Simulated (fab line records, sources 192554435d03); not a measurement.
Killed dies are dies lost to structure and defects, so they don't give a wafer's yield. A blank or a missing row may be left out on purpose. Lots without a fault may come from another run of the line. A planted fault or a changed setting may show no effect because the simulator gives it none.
Split-lot experiment | flow n5_finfet | 7 lots, 39 wafers read, on a route of 1938 steps

THE SPLIT
At N5_FIN_SAQP_SPACER2_ALD_28 (deposits SiO2, target thk 8.1 nm, pulse time 1 s, purge time 2 s), the setting target_thk_a was moved away from the recipe's 81 angstrom on 15 of the 39 wafers read, by -11.0% to +5.3%. The other wafers ran this setting at the recipe's value.

FROM THE SPLIT TO THE READING: what the file shows between them, 5 steps
- N5_FIN_SAQP_SPACER2_ETCHBACK_29: etches SiO2 in CHF3/O2, target depth 12.2 nm, time 6.1 s
- N5_FIN_SAQP_MANDREL2_REMOVE_60: chemistry HBr/Cl2/O2, target a-Si, stops on SiNx, bt time 10 s
- N5_FIN_SAQP_HM_OPEN_33: chemistry CH3F/O2, target SiNx, target depth 49.4 nm, time 70.6 s
- N5_FIN_SAQP_ETCH_34: etches SiO2 in C4F6/O2, target depth 45 nm, time 15 s
- N5_FIN_SAQP_STRIP_77: strips in N2/H2, time 90 s

THE READING
FIN_SAQP.cd_nm (the simulator's own value, which no gauge read), in nm, at N5_FIN_SAQP_ETCH_64 (etches SiO2 in CF4, target depth 1.5 nm). The file gives no usual value for it. The 24 wafers here that ran the recipe average 8.1 nm, standard deviation 0.12 nm.

wafer  | tool, chamber at the split | target_thk_a as run, angstrom | against the recipe | FIN_SAQP.cd_nm, nm | against lot-mates on the recipe
L076.1 | ald_sin-04, 1,3,0          | 76.01                         | -6.2%              | 7.6                | -0.5
L076.2 | ald_sin-04, 0              | 81                            | recipe             | 8.2                | -
L076.3 | ald_sin-04, 2,1            | 81                            | recipe             | 8                  | -
L076.5 | ald_sin-04, 2,1            | 81                            | recipe             | 8                  | -
L076.4 | ald_sin-04, 1,3,0          | 76.01                         | -6.2%              | 7.2                | -0.9
L076.6 | ald_sin-04, 1,3,0          | 76.01                         | -6.2%              | 7.4                | -0.7
L079.1 | ald_sin-03, 0,3,1          | 72.08                         | -11.0%             | 7.4                | -0.7
L079.2 | ald_sin-03, 0,3,1          | 72.08                         | -11.0%             | 7.2                | -0.9
L079.3 | ald_sin-03, 2              | 81                            | recipe             | 8.2                | -
L079.5 | ald_sin-03, 2,3            | 81                            | recipe             | 8.2                | -
L079.4 | ald_sin-03, 0,3,1          | 72.08                         | -11.0%             | 7                  | -1.1
L079.6 | ald_sin-03, 2,3            | 81                            | recipe             | 8                  | -
L085.1 | ald_sin-01, 1,3,3          | 75.78                         | -6.4%              | 7.2                | -0.9
L085.2 | ald_sin-01, 0,2            | 81                            | recipe             | 8.2                | -
L085.4 | ald_sin-01, 0,2            | 81                            | recipe             | 8.2                | -
L085.3 | ald_sin-01, 1,3,3          | 75.78                         | -6.4%              | 7.4                | -0.7
L085.5 | ald_sin-01, 1,3,3          | 75.78                         | -6.4%              | 7.6                | -0.5
L085.6 | ald_sin-01, 0              | 81                            | recipe             | 8                  | -
L086.1 | ald_sin-01, 1,0,1          | 85.32                         | +5.3%              | 8.8                | +0.8
L086.2 | ald_sin-01, 3,2,2          | 81                            | recipe             | 8                  | -
L086.3 | ald_sin-01, 3,2,2          | 81                            | recipe             | 8                  | -
L086.5 | ald_sin-01, 3,2,2          | 81                            | recipe             | 8                  | -
L086.4 | ald_sin-01, 1,0,1          | 85.32                         | +5.3%              | 8.6                | +0.6
L086.6 | ald_sin-01, 1,0,1          | 85.32                         | +5.3%              | 8.6                | +0.6
L088.1 | ald_sin-01, 1,3,0,2,2,1    | 81                            | recipe             | 8.2                | -
L088.3 | ald_sin-01, 1,3,0,2,2,1    | 81                            | recipe             | 8.2                | -
L088.4 | ald_sin-01, 1,3,0,2,2,1    | 81                            | recipe             | 8.2                | -
L088.5 | ald_sin-01, 1,3,0,2,2,1    | 81                            | recipe             | 8.2                | -
L088.2 | ald_sin-01, 1,3,0,2,2,1    | 81                            | recipe             | 8                  | -
L088.6 | ald_sin-01, 1,3,0,2,2,1    | 81                            | recipe             | 8                  | -
L092.2 | ald_sin-03, 3,2            | 81                            | recipe             | 8                  | -
L092.6 | ald_sin-03, 3,2            | 81                            | recipe             | 8                  | -
L092.3 | ald_sin-03, 0              | 81                            | recipe             | 8.4                | -
L096.1 | ald_sin-04, 1,3            | 77.35                         | -4.5%              | 7.8                | -0.3
L096.5 | ald_sin-04, 2              | 77.35                         | -4.5%              | 7.8                | -0.3
L096.2 | ald_sin-04, 0,3            | 81                            | recipe             | 8.2                | -
L096.4 | ald_sin-04, 2              | 81                            | recipe             | 8.2                | -
L096.3 | ald_sin-04, 0,3            | 81                            | recipe             | 8                  | -
L096.6 | ald_sin-04, 1,3            | 77.35                         | -4.5%              | 8                  | -0.1
Where a row lists several chambers, the file gives one row for several wafers and doesn't say which wafer went through which chamber.

THE FIT
A straight line over all 39 wafers: FIN_SAQP.cd_nm changes by +0.0929 nm for each +1% of target_thk_a; r = +0.93; the points scatter about the line by 0.15 nm.
The same after taking each lot's own level away (the mean of its wafers on the recipe; 39 wafers): +0.0977 nm for each +1%; r = +0.94; scatter 0.15 nm.
On that fit, the largest move of target_thk_a shifts the reading by 1.1 nm.
The lots' own levels span 8.00 to 8.13 nm, that is 1.2 times the standard deviation above.
So the lot-to-lot level changes the slope little: the two slopes agree.
Check: with one of the wafers moved furthest among these (-11.0%) left out of the fit, the line predicts -1.12 nm for it against its lot-mates. It came out at -0.733 nm against them.

OTHER SPLITS ON THESE WAFERS
These wafers also went through other splits before the reading. Each is held against what the fit with the lots' levels taken away leaves over:
other split on the same wafers    | wafers away from the commonest value | r with FIN_SAQP.cd_nm (lot level and that fit taken away)
N5_WELL_APT_IMPLANT_15 energy_kev | 9                                    | +0.13
N5_WELL_APT_IMPLANT_32 energy_kev | 15                                   | -0.03

THE WHOLE CHAIN: every reading that the file lists as answering this split, in the file's order
step                           | what it does                                                      | reading                                                                                 | change (the file's fit)                | r (the file's)
N5_FIN_SAQP_SPACER2_ALD_28     | deposits SiO2, target thk 8.1 nm, pulse time 1 s, purge time 2 s  | SiO2_of_FIN_SAQP_SPACER2_ALD_28.thk_nm (the simulator's own value, which no gauge read) | +0.0793 nm for each +1% of the setting | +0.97
N5_FIN_SAQP_MANDREL2_REMOVE_60 | chemistry HBr/Cl2/O2, target a-Si, stops on SiNx, bt time 10 s    | FIN_SAQP.cd_nm (the simulator's own value, which no gauge read)                         | +0.0886 nm for each +1% of the setting | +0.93
N5_FIN_SAQP_HM_OPEN_33         | chemistry CH3F/O2, target SiNx, target depth 49.4 nm, time 70.6 s | FIN_SAQP.cd_nm (the simulator's own value, which no gauge read)                         | +0.0861 nm for each +1% of the setting | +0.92
N5_FIN_SAQP_ETCH_34            | etches SiO2 in C4F6/O2, target depth 45 nm, time 15 s             | FIN_SAQP.cd_nm (the simulator's own value, which no gauge read)                         | +0.0905 nm for each +1% of the setting | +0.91
N5_FIN_SAQP_ETCH_64            | etches SiO2 in CF4, target depth 1.5 nm                           | FIN_SAQP.cd_nm (the simulator's own value, which no gauge read)                         | +0.0957 nm for each +1% of the setting | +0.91

THE FILE'S OWN FIT
FIN_SAQP.cd_nm changes by +0.0957 nm for each +1% of target_thk_a, r = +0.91.
